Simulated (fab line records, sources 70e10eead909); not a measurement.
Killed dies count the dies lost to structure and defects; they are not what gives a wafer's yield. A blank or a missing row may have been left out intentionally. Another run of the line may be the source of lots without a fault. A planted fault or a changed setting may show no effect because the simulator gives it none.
fab line records	flow nandHarc
record: lots: 11	wafers: 33	lastDay: 24
route steps=1159 shown A_CONTACT@942 END@1159
lots untouched by any fault: they come from a run of this same line in which no faults occurred
startH: hours from the record's opening day to when the first of the lot's shown wafers began	waitH: hours from the lot's prior step to this one	" repeats the value in the row above	L1.1+2: a single row standing in for several wafers	- either no value or no given start	* or withheld: withheld	< > ~ a bound
route shown NAME@n: NAME is a module with steps in the file, n the number in the route of the first one	usual: mean and standard deviation over wafers with no fault	same: alike in all rows	chamber/n: place in a boat	sites: per-site readings	_std_site: their standard deviation	_edge_site: outer sites' mean less inner sites'	radiusMm: how far each site lies from the wafer's centre	mask NAME#n: copy n	behind: tool/chamber where the wafer was last shaped	hold: reason for holding the lot/hours on hold/outcome of the hold	device: the n, p or np transistor that did not switch	end of line: tests run on the same wafers once the route is complete	step lacking rows: just its recipe	killed: count of dies lost to structure and defects at first sort (not the wafer's yield)	map: a wafer's dies, x killed, . not, _ none there
set.NAME: setting as actually run; set.NAME@STEP: the setting as run at that earlier step	model.NAME: the simulator's own value behind a step, which no gauge read
one table for each step of the route and one row for each wafer, over a sample of lots
services: from which hour (startH, from the record's first day; less than 0 if before it) a tool's chamber was out of use, for how many hours, and why
== steps ==
step: NHARC_A_CONTACT_ETCH_31
recipe: targetDepthA: 20000	overEtchFrac: 0.3	timeS: 520	ionEnergyEv: 150	o2FlowSccm: 400	cosFlowSccm: 20	arFlowSccm: 0	rfW: 500	biasW: 300	chemistry: O2/COS
usual: biasW: 300.0/0.92	chamberPressureMTorr: 20.000/0.017	drypumpMotorCurrentA: 5.6/0.49	oesProductAu: 0.997/0.0075	rfVppV: 314.4/2.1	showerheadPlenumPTorr: 3.14/0.14	throttleValvePct: 28.330/0.0086
lot.wafer	tool	chamber	startH	waitH	biasW	chamberPressureMTorr	drypumpMotorCurrentA	oesProductAu	rfHoursCounterH	rfVppV	showerheadPlenumPTorr	throttleValvePct
L625.3	rieDiel-12	3	-	-	299.0	19.985	5.9	0.994	1	316.1	3.22	28.332
L625.1	"	0	"	"	300.1	19.966	5.7	0.997	1	314.5	3.10	28.339
L625.6	"	3	"	"	300.6	19.996	6.0	1.000	-	316.7	3.22	28.328
L628.3	rieDiel-12	1	-	-	300.3	20.011	5.0	1.007	2	312.1	2.95	28.313
L628.6	"	3	"	"	300.2	20.007	5.9	1.010	-	315.4	3.22	28.341
L628.5	"	0	"	"	300.4	19.970	5.8	1.000	-	313.4	3.10	28.317
L627.3	rieDiel-12	2	-	-	300.1	19.993	5.8	1.005	4	311.6	3.10	28.332
L627.1	"	3	"	"	299.0	20.007	5.9	1.001	3	315.3	3.22	28.331
L627.5	"	2	"	"	300.1	19.979	5.8	1.009	-	314.1	3.10	28.326
L629.1	rieDiel-12	1	-	-	299.1	19.998	5.0	0.995	9	311.5	2.95	28.327
L629.2	"	2	"	"	299.2	20.011	5.8	1.006	10	312.9	3.10	28.322
L629.3	"	0	"	"	299.6	19.989	5.7	1.003	8	314.9	3.09	28.320
L630.1	rieDiel-02	0	-	-	299.7	19.998	6.4	0.998	19	315.5	3.28	28.319
L630.6	"	1	"	"	299.2	20.026	4.9	0.987	-	314.5	3.18	28.336
L630.5	"	2	"	"	299.6	20.033	5.5	0.992	-	311.6	2.92	28.323
L631.4	rieDiel-02	1	-	-	299.5	19.983	4.9	0.988	17	315.5	3.18	28.330
L631.6	"	3	"	"	300.9	20.006	5.8	0.989	-	314.6	3.24	28.330
L631.5	"	0	"	"	299.8	20.018	6.3	0.996	-	316.2	3.28	28.328
L637.2	rieDiel-02	2	-	-	301.8	19.961	5.5	1.004	24	312.1	2.92	28.327
L637.3	"	1	"	"	301.1	20.022	4.9	0.993	23	315.0	3.17	28.322
L637.5	"	3	"	"	299.6	19.998	5.8	0.998	-	315.2	3.24	28.324
L639.4	rieDiel-02	1	-	-	299.8	20.008	4.9	0.995	23	315.6	3.17	28.331
L639.3	"	0	"	"	300.9	20.022	6.3	0.994	26	316.1	3.28	28.345
L639.5	"	1	"	"	300.2	19.987	5.0	0.990	-	314.5	3.17	28.321
L647.2	rieDiel-12	1	-	-	300.0	20.006	5.0	0.973	49	309.7	2.93	28.328
L647.3	"	3	"	"	301.7	20.013	6.0	0.996	47	314.9	3.20	28.325
L647.6	"	1	"	"	300.6	20.027	5.0	0.986	-	311.6	2.93	28.329
L645.2	rieDiel-02	1	-	-	301.1	20.004	4.9	0.997	3	314.0	3.17	28.341
L645.3	"	2	"	"	300.8	19.965	5.5	1.000	3	310.0	2.91	28.324
L645.4	"	3	"	"	300.7	19.973	5.8	0.983	3	316.5	3.23	28.330
L646.1	rieDiel-12	0	-	-	300.6	19.979	5.8	1.005	53	313.7	3.07	28.343
L646.4	"	2	"	"	299.5	20.011	5.8	0.997	55	313.1	3.08	28.340
L646.3	"	3	"	"	301.2	20.011	6.0	0.996	50	316.4	3.19	28.323
step: NHARC_A_CONTACT_ETCH_135
recipe: sourceW: withheld	pressureMtorr: 20	biasV: 3000	timeS: 132	targetDepthA: 12870	arFlowSccm: withheld	c4f8FlowSccm: withheld	o2FlowSccm: withheld	chemistry: C4F8/O2/Ar
usual: chamberPressureMTorr: 19.998/0.018	oesAirLineAu: 0.999/0.022
lot.wafer	tool	chamber	startH	waitH	chamberPressureMTorr	oesAirLineAu	rfHoursCounterH
L625.1	harCapEtch-02	1	391.25	0.2	20.004	1.012	14
L625.3	"	1	"	"	19.963	1.000	-
L625.6	"	0	"	"	20.013	0.984	-
L628.3	harCapEtch-02	1	396.57	0.1	19.997	1.002	-
L628.6	"	1	"	"	20.026	1.013	-
L628.5	"	0	"	"	19.970	0.993	-
L627.1	harCapEtch-03	1	399.28	0.2	20.010	1.043	90
L627.3	"	1	"	"	20.005	1.037	-
L627.5	"	0	"	"	20.017	1.018	-
L629.1	harCapEtch-02	1	420.54	0.2	20.016	1.011	17
L629.2	"	0	"	"	20.002	1.002	17
L629.3	"	0	"	"	20.001	0.977	-
L630.1	harCapEtch-02	0	429.04	0.2	19.993	0.987	19
L630.6	"	1	"	"	19.982	1.029	-
L630.5	"	0	"	"	20.010	0.991	-
L631.4	harCapEtch-02	1	434.13	0.1	20.000	0.988	-
L631.5	"	0	"	"	20.007	1.002	-
L631.6	"	1	"	"	20.020	1.023	-
L637.2	harCapEtch-02	1	456.99	0.2	20.002	1.030	25
L637.3	"	0	"	"	19.989	1.002	-
L637.5	"	1	"	"	19.980	0.966	-
L639.3	harCapEtch-01	1	462.10	0.2	19.998	0.986	-
L639.4	"	0	"	"	19.988	1.034	-
L639.5	"	1	"	"	19.987	1.020	-
L647.2	harCapEtch-01	1	520.99	0.2	19.994	1.005	83
L647.3	"	0	"	"	19.979	1.016	-
L647.6	"	1	"	"	20.016	1.006	-
L645.2	harCapEtch-02	1	525.15	0.2	19.987	0.988	37
L645.4	"	0	"	"	19.982	0.963	-
L645.3	"	1	"	"	19.984	0.986	-
L646.1	harCapEtch-01	0	525.64	0.2	19.991	1.004	85
L646.3	"	1	"	"	20.000	0.974	-
L646.4	"	0	"	"	20.015	1.021	-
step: NHARC_A_CONTACT_ETCH_136
recipe: sourceW: withheld	pressureMtorr: 20	biasV: 3000	timeS: 132	targetDepthA: 12870	arFlowSccm: withheld	c4f8FlowSccm: withheld	o2FlowSccm: withheld	chemistry: C4F8/O2/Ar
usual: chamberPressureMTorr: 19.998/0.018	oesAirLineAu: 1.000/0.017
lot.wafer	tool	chamber	startH	waitH	chamberPressureMTorr	oesAirLineAu	rfHoursCounterH
L625.1	harCapEtch-02	1	391.38	0.1	20.010	1.011	14
L625.3	"	1	"	"	19.994	0.970	-
L625.6	"	0	"	"	20.006	1.012	-
L628.3	harCapEtch-02	1	396.69	0.1	19.996	0.983	-
L628.6	"	1	"	"	20.014	0.958	-
L628.5	"	0	"	"	20.009	1.015	-
L627.1	harCapEtch-03	1	399.41	0.1	19.996	1.022	90
L627.3	"	1	"	"	19.977	0.998	-
L627.5	"	0	"	"	20.016	1.022	-
L629.1	harCapEtch-02	1	420.66	0.1	19.992	1.013	17
L629.2	"	0	"	"	19.993	0.983	17
L629.3	"	0	"	"	20.023	0.988	-
L630.1	harCapEtch-02	0	429.17	0.1	19.982	1.018	19
L630.6	"	1	"	"	19.950	1.011	-
L630.5	"	0	"	"	19.995	1.026	-
L631.4	harCapEtch-02	1	434.26	0.1	20.035	1.004	-
L631.5	"	0	"	"	20.046	0.992	-
L631.6	"	1	"	"	20.008	1.022	-
L637.2	harCapEtch-02	1	457.11	0.1	19.974	1.002	25
L637.3	"	0	"	"	20.026	1.037	-
L637.5	"	1	"	"	19.999	0.990	-
L639.3	harCapEtch-01	1	462.27	0.1	20.009	0.984	-
L639.4	"	0	"	"	19.975	0.984	-
L639.5	"	1	"	"	20.014	1.017	-
L647.2	harCapEtch-01	1	521.11	0.1	20.003	0.978	83
L647.3	"	0	"	"	19.995	0.997	-
L647.6	"	1	"	"	20.022	0.993	-
L645.2	harCapEtch-02	1	525.28	0.1	20.006	1.024	37
L645.4	"	0	"	"	19.969	0.991	-
L645.3	"	1	"	"	19.953	0.981	-
L646.1	harCapEtch-01	0	525.76	0.1	20.000	1.014	85
L646.3	"	1	"	"	20.004	0.985	-
L646.4	"	0	"	"	19.977	1.015	-
step: NHARC_A_CONTACT_ETCH_110
recipe: targetDepthA: 500	overetchA: 50	timeS: 27.5	ionEnergyEv: 100	cf4FlowSccm: 80	o2FlowSccm: 20	arFlowSccm: 0	rfW: 300	biasW: 100	chemistry: CF4/O2
usual: biasW: 100.03/0.29	cf4FlowSccm: 79.99/0.22	drypumpMotorCurrentA: 5.7/0.52	oes_f_703_au: 1.000/0.0049	oesProductAu: 0.996/0.0069	rfVppV: 198.1/1.5	showerheadPlenumPTorr: 1.35/0.063	throttleValvePct: 13.397/0.0079
lot.wafer	tool	chamber	startH	waitH	biasW	cf4FlowSccm	drypumpMotorCurrentA	oes_f_703_au	oesProductAu	rfHoursCounterH	rfVppV	showerheadPlenumPTorr	throttleValvePct
L625.1	rieDiel-02	0	392.65	0.1	99.99	79.98	6.3	1.002	0.994	14	200.8	1.41	13.402
L625.3	"	1	"	"	100.24	80.38	4.9	0.998	1.007	11	197.9	1.36	13.394
L625.6	"	3	"	"	100.42	79.59	5.8	0.999	0.993	-	199.6	1.39	13.397
L628.3	rieDiel-02	0	397.93	0.1	100.29	80.00	6.3	0.997	0.997	14	199.5	1.41	13.393
L628.5	"	0	"	"	100.36	79.86	6.3	0.996	0.990	-	200.2	1.41	13.393
L628.6	"	1	"	"	100.14	79.70	4.9	0.994	0.999	-	198.7	1.36	13.392
L627.1	rieDiel-02	2	400.67	0.1	100.24	80.36	5.5	1.009	0.993	14	195.6	1.25	13.397
L627.3	"	1	"	"	99.54	79.79	4.9	1.003	0.996	12	198.4	1.36	13.398
L627.5	"	3	"	"	99.95	80.31	5.8	0.997	1.001	-	198.4	1.39	13.397
L629.1	rieDiel-12	2	422.33	0.0	99.78	79.58	5.8	0.999	1.017	11	197.4	1.32	13.403
L629.2	"	0	"	"	100.08	80.18	5.7	1.006	0.993	9	198.5	1.32	13.400
L629.3	"	1	"	"	100.26	79.52	4.9	1.008	0.990	10	197.0	1.26	13.402
L630.1	rieDiel-02	1	430.47	0.1	99.46	79.89	4.9	1.005	0.990	17	198.5	1.36	13.399
L630.5	"	0	"	"	100.02	79.87	6.3	0.996	0.994	-	199.4	1.41	13.395
L630.6	"	1	"	"	99.91	79.81	4.9	0.995	0.989	-	199.4	1.36	13.383
L631.4	rieDiel-02	3	435.48	0.1	100.10	80.23	5.8	0.999	1.000	19	198.8	1.39	13.392
L631.6	"	3	"	"	99.78	80.18	5.8	1.001	1.000	-	199.3	1.39	13.397
L631.5	"	0	"	"	99.90	79.73	6.3	0.999	1.011	-	199.0	1.41	13.396
L637.2	rieDiel-02	2	458.52	0.0	-	-	-	-	-	-	-	-	-
L637.3	"	3	"	"	-	-	-	-	-	-	-	-	-
L637.5	"	2	"	"	-	-	-	-	-	-	-	-	-
L639.4	rieDiel-12	2	463.59	0.1	-	-	-	-	-	-	-	-	-
L639.3	"	3	"	"	-	-	-	-	-	-	-	-	-
L639.5	"	0	"	"	-	-	-	-	-	-	-	-	-
L647.3	rieDiel-02	3	523.15	0.4	100.03	79.89	5.8	0.993	0.999	2	198.7	1.38	13.397
L647.2	"	1	"	"	99.90	80.01	4.9	1.000	0.990	3	198.0	1.35	13.403
L647.6	"	3	"	"	99.81	80.13	5.8	0.997	0.995	-	197.9	1.38	13.397
L645.3	rieDiel-02	1	526.74	0.0	100.56	80.14	4.9	0.993	0.993	4	197.7	1.35	13.409
L645.2	"	2	"	"	100.06	79.76	5.5	0.998	0.995	3	195.0	1.24	13.402
L645.4	"	0	"	"	100.25	79.65	6.3	1.000	1.000	3	197.0	1.40	13.414
L646.4	rieDiel-02	3	527.56	0.1	100.04	80.23	5.8	1.012	0.990	3	199.0	1.38	13.387
L646.3	"	0	"	"	99.61	79.91	6.3	1.005	0.999	3	199.4	1.40	13.393
L646.1	"	1	"	"	99.81	79.92	4.9	0.999	0.994	4	197.6	1.35	13.390
step: NHARC_END_SORT_01
recipe: tempC: 25
usual: killedAtArray: 29/11	killedAtOther: 0.6/0.92	killedAtPeriphery: 3.2/2	killedDies: 33/11	killedOpen: 3.2/2	killedShort: 1.9/1.5
same: grossDies: 677
lot.wafer	tool	chamber	startH	waitH	killedAtArray	killedAtOther	killedAtPeriphery	killedDies	killedOpen	killedShort
L625.1	prober-02	0	438.25	2.5	30	2	1	33	4	2
L625.3	prober-02	0	439.85	3.1	19	1	1	21	4	0
L625.6	prober-02	0	442.26	4.0	24	1	1	26	3	4
L627.1	prober-02	0	451.64	2.5	27	1	5	33	4	1
L627.3	prober-02	0	453.23	3.1	23	2	4	29	1	2
L627.5	prober-02	0	454.82	3.7	17	1	7	25	6	2
L628.3	prober-01	0	455.35	3.1	25	2	1	28	4	1
L628.5	prober-01	0	456.93	3.7	19	0	2	21	5	2
L628.6	prober-01	0	457.72	3.9	23	0	0	23	2	2
L629.1	prober-01	0	470.61	2.5	35	1	2	38	3	4
L629.2	prober-01	0	471.42	2.8	34	1	1	36	0	0
L629.3	prober-01	0	472.24	3.1	32	1	3	36	1	4
L630.1	prober-01	0	484.80	2.5	31	1	5	37	1	2
L630.5	prober-01	0	488.00	3.7	38	1	5	44	0	1
L630.6	prober-01	0	488.79	4.0	30	3	4	37	3	4
L631.4	prober-02	0	487.30	3.5	12	2	1	15	0	3
L631.5	prober-02	0	488.11	3.8	12	6	4	22	4	2
L631.6	prober-02	0	488.92	4.1	17	0	3	20	8	3
L637.2	prober-01	0	511.62	2.8	45	0	6	51	4	1
L637.3	prober-01	0	512.40	3.1	45	0	2	47	2	3
L637.5	prober-01	0	513.97	3.6	35	0	1	36	7	1
L639.3	prober-02	0	521.04	3.1	42	0	3	45	1	1
L639.4	prober-02	0	521.84	3.4	40	0	4	44	5	3
L639.5	prober-02	0	522.63	3.7	48	0	4	52	5	4
L645.2	prober-01	0	572.34	2.8	18	0	1	19	3	0
L645.3	prober-01	0	573.14	3.1	29	0	3	32	2	2
L645.4	prober-01	0	573.93	3.4	28	0	4	32	6	2
L647.2	prober-02	0	579.19	2.8	32	0	5	37	0	1
L647.3	prober-02	0	579.98	3.1	51	0	6	57	3	5
L647.6	prober-02	0	582.36	4.0	47	0	6	53	2	1
L646.1	prober-01	0	579.35	2.5	33	1	3	37	5	4
L646.3	prober-01	0	580.94	3.1	39	1	1	41	5	0
L646.4	prober-01	0	581.74	3.4	28	1	2	31	2	4
killed by level:class
L625.1 A_SLIT:chamberFilmFlake=13 A_SGD_CUT:chamberFilmFlake=6 A_WL_FILL:geometricParticle:short=2 A_CHANNEL_HOLE_D1:chamberFilmFlake=2 A_STAIRCASE:chamberFilmFlake=2 P_CONTACT:geometricParticle:open=1 A_ONON_D1:geometricParticle:open=1 A_M0:geometricParticle:open=1
L625.3 A_SLIT:chamberFilmFlake=8 A_CHANNEL_HOLE_D1:chamberFilmFlake=3 A_CONTACT:chamberFilmFlake=2 A_M1:chamberFilmFlake=2 P_M1:geometricParticle:open=1 A_ONON_D1:geometricParticle:open=1 A_WL_FILL:geometricParticle:open=1 STARTING-WAFER:geometricParticle:open=1
L625.6 A_SLIT:chamberFilmFlake=10 A_SGD_CUT:chamberFilmFlake=4 A_ONON_D1:geometricParticle:short=2 A_STAIRCASE:chamberFilmFlake=2 P_GATE:geometricParticle:open=1 A_ONON_D1:geometricParticle:open=1 A_CHANNEL_FILL_D1:geometricParticle:short=1 A_SGD_CUT:geometricParticle:open=1
L627.1 A_SLIT:chamberFilmFlake=10 A_CONTACT:chamberFilmFlake=6 P_M1:chamberFilmFlake=4 A_STAIRCASE:chamberFilmFlake=4 A_CHANNEL_HOLE_D1:chamberFilmFlake=2 P_M2:geometricParticle:open=1 A_CHANNEL_HOLE_D1:geometricParticle:open=1 A_WL_FILL:geometricParticle:short=1
L627.3 A_SLIT:chamberFilmFlake=11 A_CHANNEL_HOLE_D1:chamberFilmFlake=3 P_M1:chamberFilmFlake=2 A_STAIRCASE:chamberFilmFlake=2 A_CONTACT:chamberFilmFlake=2 THIN_TSV:chamberFilmFlake=2 A_WL_FILL:geometricParticle:short=1 A_CONTACT:geometricParticle:open=1
L627.5 A_SLIT:chamberFilmFlake=6 P_M1:chamberFilmFlake=4 A_CHANNEL_HOLE_D1:chamberFilmFlake=3 A_SOURCE_PLATE:geometricParticle:open=2 A_M0:geometricParticle:open=2 P_M0:geometricParticle:short=1 A_CHANNEL_HOLE_D1:geometricParticle:short=1 A_CHANNEL_FILL_D1:geometricParticle:open=1
L628.3 A_CHANNEL_HOLE_D1:chamberFilmFlake=18 STARTING-WAFER:geometricParticle:open=2 A_CHANNEL_FILL_D1:chamberFilmFlake=2 A_WL_FILL:chamberFilmFlake=2 P_M1:geometricParticle:open=1 A_CHANNEL_FILL_D1:geometricParticle:open=1 A_CONTACT:geometricParticle:short=1 A_CONTACT:chamberFilmFlake=1
L628.5 A_CHANNEL_HOLE_D1:chamberFilmFlake=12 A_ONON_D1:geometricParticle:short=2 A_M0:geometricParticle:open=2 P_CONTACT:geometricParticle:open=1 A_CHANNEL_FILL_D1:geometricParticle:open=1 A_CONTACT:geometricParticle:open=1 P_BONDPAD:chamberFilmFlake=1 A_CHANNEL_FILL_D1:chamberFilmFlake=1
L628.6 A_CHANNEL_HOLE_D1:chamberFilmFlake=15 A_CHANNEL_FILL_D1:chamberFilmFlake=2 A_ONON_D1:geometricParticle:open=1 A_ONON_D1:geometricParticle:short=1 A_CHANNEL_FILL_D1:geometricParticle:short=1 A_CONTACT:geometricParticle:open=1 A_SLIT:chamberFilmFlake=1 A_CONTACT:chamberFilmFlake=1
L629.1 A_CHANNEL_HOLE_D1:chamberFilmFlake=16 A_SLIT:chamberFilmFlake=7 A_STAIRCASE:chamberFilmFlake=4 A_CONTACT:geometricParticle:short=2 A_ONON_D1:geometricParticle:short=1 A_CHANNEL_HOLE_D1:geometricParticle:open=1 A_CHANNEL_FILL_D1:geometricParticle:open=1 A_WL_FILL:geometricParticle:short=1
L629.2 A_CHANNEL_HOLE_D1:chamberFilmFlake=16 A_SLIT:chamberFilmFlake=12 A_STAIRCASE:chamberFilmFlake=4 P_GATE:chamberFilmFlake=1 A_CHANNEL_FILL_D1:chamberFilmFlake=1 A_BLC:chamberFilmFlake=1 THIN_TSV:chamberFilmFlake=1
L629.3 A_CHANNEL_HOLE_D1:chamberFilmFlake=11 A_SLIT:chamberFilmFlake=10 A_CHANNEL_FILL_D1:chamberFilmFlake=3 P_ZERO_WELL:chamberFilmFlake=2 A_STAIRCASE:chamberFilmFlake=2 P_M1:geometricParticle:open=1 A_CHANNEL_HOLE_D1:geometricParticle:short=1 A_WL_FILL:geometricParticle:short=1
L630.1 A_CHANNEL_HOLE_D1:chamberFilmFlake=18 A_SLIT:chamberFilmFlake=7 P_STI:chamberFilmFlake=3 A_SGD_CUT:chamberFilmFlake=2 A_CONTACT:chamberFilmFlake=2 P_ZERO_WELL:geometricParticle:open=1 P_CONTACT:geometricParticle:short=1 A_BLC:geometricParticle:short=1
L631.4 A_STAIRCASE:chamberFilmFlake=4 A_ZERO_WELL:chamberFilmFlake=2 A_CHANNEL_HOLE_D1:chamberFilmFlake=2 THIN_TSV:chamberFilmFlake=2 A_SOURCE_PLATE:geometricParticle:short=1 A_CHANNEL_FILL_D1:geometricParticle:short=1 A_WL_FILL:geometricParticle:short=1 P_ZERO_WELL:chamberFilmFlake=1
L630.5 A_CHANNEL_HOLE_D1:chamberFilmFlake=18 A_SLIT:chamberFilmFlake=10 P_STI:chamberFilmFlake=4 A_STAIRCASE:chamberFilmFlake=4 A_CHANNEL_FILL_D1:chamberFilmFlake=3 A_SGD_CUT:chamberFilmFlake=2 P_GATE:geometricParticle:short=1 A_CONTACT:chamberFilmFlake=1
L631.5 THIN_TSV:chamberFilmFlake=5 A_STAIRCASE:chamberFilmFlake=4 A_WL_FILL:chamberFilmFlake=2 P_M1:geometricParticle:open=1 A_CHANNEL_FILL_D1:geometricParticle:open=1 A_WL_FILL:geometricParticle:open=1 A_CONTACT:geometricParticle:open=1 A_BLC:geometricParticle:short=1
L630.6 A_SLIT:chamberFilmFlake=12 A_CHANNEL_HOLE_D1:chamberFilmFlake=10 A_CONTACT:chamberFilmFlake=3 THIN_TSV:chamberFilmFlake=3 A_CONTACT:geometricParticle:open=2 P_STI:chamberFilmFlake=2 P_CONTACT:geometricParticle:short=1 P_M0:geometricParticle:short=1
L631.6 A_M0:geometricParticle:open=3 A_ONON_D1:geometricParticle:open=2 A_CHANNEL_HOLE_D1:chamberFilmFlake=2 A_WL_FILL:chamberFilmFlake=2 A_CONTACT:chamberFilmFlake=2 P_GATE:geometricParticle:short=1 P_M0:geometricParticle:open=1 A_ONON_D1:geometricParticle:short=1
L637.2 A_CHANNEL_HOLE_D1:chamberFilmFlake=22 A_SLIT:chamberFilmFlake=9 A_CONTACT:chamberFilmFlake=8 P_ZERO_WELL:chamberFilmFlake=4 A_CHANNEL_FILL_D1:geometricParticle:open=2 P_STI:geometricParticle:open=1 A_CHANNEL_HOLE_D1:geometricParticle:short=1 A_CONTACT:geometricParticle:open=1
L637.3 A_SLIT:chamberFilmFlake=17 A_CHANNEL_HOLE_D1:chamberFilmFlake=15 A_STAIRCASE:chamberFilmFlake=3 A_CONTACT:chamberFilmFlake=3 A_ONON_D1:geometricParticle:short=1 A_CHANNEL_HOLE_D1:geometricParticle:short=1 A_CHANNEL_FILL_D1:geometricParticle:open=1 A_WL_FILL:geometricParticle:short=1
L637.5 A_CHANNEL_HOLE_D1:chamberFilmFlake=16 A_SLIT:chamberFilmFlake=11 A_CONTACT:geometricParticle:open=3 P_M0:geometricParticle:open=1 A_ONON_D1:geometricParticle:open=1 A_CHANNEL_HOLE_D1:geometricParticle:open=1 A_CHANNEL_FILL_D1:geometricParticle:open=1 A_WL_FILL:geometricParticle:short=1
L639.3 A_CHANNEL_HOLE_D1:chamberFilmFlake=26 A_SLIT:chamberFilmFlake=12 P_CONTACT:geometricParticle:open=1 A_WL_FILL:geometricParticle:short=1 P_ZERO_WELL:chamberFilmFlake=1 P_GATE:chamberFilmFlake=1 A_CHANNEL_FILL_D1:chamberFilmFlake=1 A_STAIRCASE:chamberFilmFlake=1
L639.4 A_CHANNEL_HOLE_D1:chamberFilmFlake=19 A_SLIT:chamberFilmFlake=8 A_CONTACT:chamberFilmFlake=5 A_BLC:geometricParticle:open=2 A_M0:geometricParticle:short=2 A_CHANNEL_FILL_D1:chamberFilmFlake=2 P_CONTACT:geometricParticle:short=1 P_M1:geometricParticle:open=1
L639.5 A_CHANNEL_HOLE_D1:chamberFilmFlake=23 A_SLIT:chamberFilmFlake=12 A_CONTACT:geometricParticle:short=2 A_BLC:geometricParticle:open=2 P_STI:chamberFilmFlake=2 A_STAIRCASE:chamberFilmFlake=2 A_CONTACT:chamberFilmFlake=2 P_STI:geometricParticle:open=1
L645.2 A_CONTACT:chamberFilmFlake=5 A_CHANNEL_HOLE_D1:chamberFilmFlake=4 A_STAIRCASE:chamberFilmFlake=3 A_CHANNEL_FILL_D1:chamberFilmFlake=2 A_WL_FILL:geometricParticle:open=1 A_CONTACT:geometricParticle:open=1 A_BLC:geometricParticle:open=1 P_GATE:chamberFilmFlake=1
L645.3 A_CHANNEL_HOLE_D1:chamberFilmFlake=8 A_CONTACT:chamberFilmFlake=8 A_STAIRCASE:chamberFilmFlake=6 P_STI:chamberFilmFlake=2 A_SLIT:chamberFilmFlake=2 P_M1:geometricParticle:short=1 A_WL_FILL:geometricParticle:short=1 A_CONTACT:geometricParticle:open=1
L645.4 A_CONTACT:chamberFilmFlake=12 A_STAIRCASE:chamberFilmFlake=5 A_CHANNEL_HOLE_D1:chamberFilmFlake=3 A_CONTACT:geometricParticle:open=2 A_BLC:chamberFilmFlake=2 P_M0:geometricParticle:open=1 P_M1:geometricParticle:open=1 P_M2:geometricParticle:open=1
L647.2 A_SLIT:chamberFilmFlake=20 A_CHANNEL_HOLE_D1:chamberFilmFlake=6 P_M2:chamberFilmFlake=3 A_CONTACT:chamberFilmFlake=2 A_BLC:chamberFilmFlake=2 A_BLC:geometricParticle:short=1 P_STI:chamberFilmFlake=1 P_GATE:chamberFilmFlake=1
L646.1 A_SLIT:chamberFilmFlake=14 A_CHANNEL_HOLE_D1:chamberFilmFlake=11 P_CONTACT:geometricParticle:short=2 A_WL_FILL:geometricParticle:open=2 P_CONTACT:geometricParticle:open=1 A_ONON_D1:geometricParticle:short=1 A_STAIRCASE:geometricParticle:open=1 A_CONTACT:geometricParticle:open=1
L647.3 A_SLIT:chamberFilmFlake=16 A_CONTACT:chamberFilmFlake=14 A_BLC:chamberFilmFlake=7 A_STAIRCASE:chamberFilmFlake=4 A_CHANNEL_HOLE_D1:chamberFilmFlake=3 A_M1:geometricParticle:short=2 P_M2:chamberFilmFlake=2 P_CONTACT:geometricParticle:short=1
L646.3 A_SLIT:chamberFilmFlake=22 A_CONTACT:chamberFilmFlake=5 A_CHANNEL_HOLE_D1:chamberFilmFlake=4 A_STAIRCASE:chamberFilmFlake=3 P_M0:geometricParticle:open=1 A_CHANNEL_HOLE_D1:geometricParticle:open=1 A_WL_FILL:geometricParticle:open=1 A_CONTACT:geometricParticle:open=1
L646.4 A_SLIT:chamberFilmFlake=10 A_CHANNEL_HOLE_D1:chamberFilmFlake=7 A_CONTACT:chamberFilmFlake=5 P_CONTACT:geometricParticle:short=1 A_CHANNEL_FILL_D1:geometricParticle:short=1 A_CHANNEL_FILL_D1:geometricParticle:open=1 A_BLC:geometricParticle:short=1 A_M0:geometricParticle:open=1
L647.6 A_SLIT:chamberFilmFlake=17 A_CHANNEL_HOLE_D1:chamberFilmFlake=10 A_CONTACT:chamberFilmFlake=8 A_BLC:chamberFilmFlake=5 A_STAIRCASE:chamberFilmFlake=4 P_M2:chamberFilmFlake=2 A_WL_FILL:chamberFilmFlake=2 P_ZERO_WELL:geometricParticle:open=1
== services ==
tool	chamber	startH	hours	kind
rieDiel-12	-	379.69	9.0	pm
rieDiel-02	0	385.79	-	clean
rieDiel-02	1	385.79	-	clean
rieDiel-02	2	385.79	-	clean
rieDiel-02	3	385.79	-	clean
rieDiel-12	3	406.51	1.2	repair
rieDiel-02	0	410.30	-	clean
rieDiel-02	1	410.30	-	clean
rieDiel-02	2	410.30	-	clean
rieDiel-02	3	410.30	-	clean
harCapEtch-02	-	418.51	0.6	repair
rieDiel-12	-	423.86	1.4	repair
harCapEtch-01	-	434.52	0.1	repair
rieDiel-02	0	434.86	-	clean
rieDiel-02	1	434.86	-	clean
rieDiel-02	2	434.86	-	clean
rieDiel-02	3	434.86	-	clean
rieDiel-12	3	450.91	2.4	repair
rieDiel-02	0	459.36	-	clean
rieDiel-02	2	490.18	1.7	repair
rieDiel-02	-	504.79	9.0	pm
rieDiel-12	3	504.83	5.6	repair
harCapEtch-03	-	512.78	0.4	repair
rieDiel-02	0	513.83	1.9	repair
== key ==
firstSign: step: NHARC_A_CONTACT_ETCH_110	reading: toolRecord	direction: missing
effect none on later readings
metAt NHARC_A_CONTACT_ETCH_110
struckLots L637,L639
testerLeftOut L637,L639
notActingAt NHARC_A_CONTACT_ETCH_31,NHARC_A_CONTACT_ETCH_135,NHARC_A_CONTACT_ETCH_136
onsetBetween 435.48 458.52
fault: kind: skippedStepWhole	tool: rieDiel-02,rieDiel-12	chamber: -	onsetH: 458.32	steps: NHARC_A_CONTACT_ETCH_110	scope: struckLotsOnly
testerLeftOut: of these lots the tester's yield and bins aren't shown, on N5 and GAA mostly nor the transistor test; their killed dies are dies lost to structure and defects alone, not to doping, threshold or leakage, so they don't give the yield
